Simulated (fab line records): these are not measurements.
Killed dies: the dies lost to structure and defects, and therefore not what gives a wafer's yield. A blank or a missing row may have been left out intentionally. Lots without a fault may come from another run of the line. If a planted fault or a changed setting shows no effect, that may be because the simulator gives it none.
A lot that was struck, set against a sound lot | flow n5 finfet | 20 out of 1938 route steps
Sound: wafers L844.2, L844.4, L844.6. Struck: wafers L852.5, L852.6 (left out: L852.3, a lot-mate that was not struck); the cause follows at the end.
Per side, at each step with rows, come the tool, then ch with its chambers, and then its first start. Under that, the readings that differ: sound wafers | struck wafers | difference of the means | sigmas: that difference in standard deviations of wafers without a fault.
alike: same words and numbers on both sides, and readings whose means sit less than 2 such deviations apart. not compared: any withheld reading, any reading some wafer has no value for, any bound like >300 that may hide the same value, and any number with overlapping values for which the record gives no deviation.
Wherever a step has rows on one side only, a row that says differs or no value, or a row with sigmas, the two part there. Numbers that don't overlap but have no deviation are shown without sigmas and don't part them. A reading missing from all wafers of one side parts the sides only when that side holds two or more wafers.

first, 7 steps without rows for these wafers: N5_BEOL_M10_COAT_60 (time 60 s, resist thk 30 nm); N5_BEOL_M10_COAT_05 (resist thk 90 nm); N5_BEOL_M10_EBR_07; N5_BEOL_M10_SOFTBAKE_06 (time 60 s); N5_BEOL_M10_EXPOSE_08 (exposes mask M10); N5_BEOL_M10_PEB_09 (peb time 60 s); N5_BEOL_M10_DEVELOP_10 (develop time 30 s).
N5_BEOL_M10_CD_MEAS_11 targets a cd of 64.1 nm.
  sound on cd sem-01 ch 0, day 12 12:25; struck on cd sem-01 ch 0, day 15 19:05
  alike: cd nm
N5_BEOL_M10_OVL_MEAS_12:
  sound on overlay-01 ch 0, day 12 12:27; struck on overlay-01 ch 0, day 15 19:07
  alike: M10_OVL
N5_BEOL_M10_INSPECT_13: inspects for defects (brightfield).
  sound on defect inspect-02, day 12 12:28; struck on defect inspect-02, day 15 19:08
  reading          | sound       | struck  | difference | sigmas
  raw defect count | 614 554 437 | 370 240 | -230       | -2
N5_BEOL_M10_DESCUM_16: chemistry O2, time 7.9 s.
  sound on rie diel-01 ch 1,2,3, day 12 12:32; struck on rie diel-04 ch 1,2, day 15 19:13
  alike: drypump motor current A, o2 flow sccm, oes product au, rf vpp V, showerhead plenum p Torr, temp c, throttle valve pct
  not compared: rf hours counter h
N5_BEOL_M10_ETCH_61: etches SiARC in CF4, target depth 39 nm, time 65 s.
  sound on rie diel-01 ch 1,2,3, day 12 12:35; struck on rie diel-04 ch 1,2, day 15 19:15
  alike: drypump motor current A, etch rf on time s, oes product au, rf vpp V, showerhead plenum p Torr, throttle valve pct
  not compared: rf hours counter h
N5_BEOL_M10_ETCH_62: etches SOC in N2/H2, target depth 110 nm, overetch 22 nm, time 165 s.
  sound on rie diel-01 ch 1,2,3, day 12 12:38; struck on rie diel-04 ch 1,2, day 15 19:18
  reading                                     | sound          | struck    | difference | sigmas
  model.SiARC_of_BEOL_M10_COAT_60.thk nm (nm) | 23.6 23.6 23.4 | 20.4 20.2 | -3.2       |
  model.BEOL_M10.cd offset nm (nm)            | -1 -0.6 -0.2   | 1.4 1.8   | +2.2       |
  alike: drypump motor current A, oes product au, rf vpp V, showerhead plenum p Torr, temp c, throttle valve pct
  not compared: rf hours counter h
then, 1 step without rows for these wafers: N5_BEOL_M10_STRIP_68 (strips in N2/H2).
N5_BEOL_M10_STRIP_67: strips in CF4.
  sound on rie diel-01 ch 1,2,3, day 12 12:46; struck on rie diel-04 ch 1,2, day 15 19:27
  alike: drypump motor current A, oes product au, power w, rf vpp V, showerhead plenum p Torr, throttle valve pct
  not compared: rf hours counter h
N5_BEOL_M10_HM_OPEN_17: chemistry Cl2/BCl3, target TiN, target depth 20 nm, overetch 6 nm.
  sound on rie metal-03 ch 1, day 12 12:50; struck on rie metal-01 ch 0,1, day 15 19:31
  reading                          | sound     | struck  | difference | sigmas
  model.BEOL_M10.cd offset nm (nm) | -1 -0.6 0 | 1.4 1.8 | +2.1       |
  alike: drypump motor current A, oes_ar_750_au, oes product au, throttle valve pct
  not compared: rf hours counter h
N5_BEOL_M10_STRIP_19: strips in O2.
  sound on rie diel-04 ch 0,1,2, day 12 13:02; struck on rie diel-01 ch 1,2, day 15 19:36
  alike: drypump motor current A, o2 flow sccm, oes product au, rf vpp V, showerhead plenum p Torr, temp c, throttle valve pct
  not compared: rf hours counter h
N5_BEOL_M10_CD_MEAS_18: pitch 140 nm, target cd 70 nm.
  sound on cd sem-02, day 12 13:06; struck on cd sem-01, day 15 19:41
  reading    | sound          | struck    | difference | sigmas
  cd nm (nm) | 68.9 69.0 69.6 | 71.3 71.9 | +2.4       | +5
then, 2 steps without rows for these wafers: N5_BEOL_M10_COAT_63 (time 60 s, resist thk 100 nm); N5_PASSIVATION_PROBE_49.

WHERE THEY PART
Last at N5_BEOL_M10_CD_MEAS_18 as far as this record goes, first at N5_BEOL_M10_INSPECT_13.

WHY: what had been put in by the simulator
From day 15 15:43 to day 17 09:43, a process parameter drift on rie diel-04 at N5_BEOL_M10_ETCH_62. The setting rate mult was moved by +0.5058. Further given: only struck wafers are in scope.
